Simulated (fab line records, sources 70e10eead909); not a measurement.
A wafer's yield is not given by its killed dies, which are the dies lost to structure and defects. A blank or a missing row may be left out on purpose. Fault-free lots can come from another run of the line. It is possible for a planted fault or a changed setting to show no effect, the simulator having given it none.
Problem report, 8D (eight disciplines) form, completed by code -- flow nand-harc -- the parts of the form that need people (team, actions taken, sign-off) are left out

1. WHAT WENT WRONG
raw-defect-count at NHARC_P_STI_INSPECT_25 reads a mean of 1603 on 1 wafer of 1 lot; wafers without a fault read 225 with a standard deviation of 96. That puts it +14 standard deviations away from the usual mean.
First observed at day 10 02:53: wafer L393.2, on defect-inspect-02. At this step, 13 wafers from 5 lots have a number in the record. The rule behind "out" and "out of limits": a value lying over 4 standard deviations away from the usual mean. All remaining wafers that have a number are taken as sound.

2. WHAT IT IS; WHAT IT IS NOT
question,is,is not
which readings at this step,raw-defect-count,-
which lots,L393,"L382, L392, L399, L402"
which wafers of those lots,all that have a number,-
read on which gauges,defect-inspect-02,defect-inspect-01
when,from day 10 02:53,"up to then (6 sound wafers); but 6 sound wafers of L399, L402 came after"

3. WHAT RULES OUT EACH SUSPECT
Counting: a tool at a process step up to the reading stays a suspect if it ran every lot that is out and no sound lot after the first of them.
- ruled out: the gauge at NHARC_P_STI_INSPECT_25. All the wafers that are out were read on defect-inspect-02, but those of them that NHARC_P_GATE_INSPECT_28 has rows for are out there too, on other tools.
- cmp-01 at NHARC_P_STI_CMP_21 (polishes, t overpolish 20 s, target thk 380.67 nm): ruled out as a lasting fault. The sound lots L399, L402 went through it after L393, its earliest lot that is out (day 9 17:35).
- wet-bench-05 at NHARC_P_STI_ETCH_37 (etches SiO2 in dHF, target depth 11 nm): kept. It ran the lot that is out, L393 (day 9 17:56), and no sound lot after that; its last sound lot up to then is L382 (day 4 23:28).
After counting, what remains is wet-bench-05 at NHARC_P_STI_ETCH_37.

4. THE CAUSE (what the simulator had put in)
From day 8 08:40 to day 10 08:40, wet-bench-05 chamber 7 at NHARC_P_STI_ETCH_37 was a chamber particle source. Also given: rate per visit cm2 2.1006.
The count eliminated every tool but this one.

5. THE EFFECT CHAIN, in route order
One row per reading whose mean, taken over the struck wafers that have a number, lies over 3 standard deviations from the usual. Only readings for which the record gives a usual standard deviation are gone through. hours: the time from each lot's start at the first step in this table that gives one to its start at this step, as a median over the lots. sigmas: the change in usual standard deviations.
hours,step,reading,usual,on struck wafers,change,sigmas
0,NHARC_P_STI_INSPECT_25,raw-defect-count,225,1603,+1378,+14
26,NHARC_P_GATE_INSPECT_28,raw-defect-count,6.0,1384.0,+1378.0,+99 or more
487,NHARC_END_SORT_01,killed-at-periphery,3.7,61.0,+57.3,+23
Later measuring or inspecting steps at which every struck wafer that the step has a row for has a number for every such reading, and none has moved that far: NHARC_P_GATE_CD_MEAS_11.

6. HOW IT WOULD HAVE BEEN CAUGHT EARLIER
42 hours passed between the start of the fault at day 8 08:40 and the first reading out of limits at a measuring or inspecting step in this record, taken at day 10 02:53.
By day 10 02:53, every lot that is out (1) had started NHARC_P_STI_ETCH_37 on wet-bench-05. Tool hold at that time: it would have spared none of them.
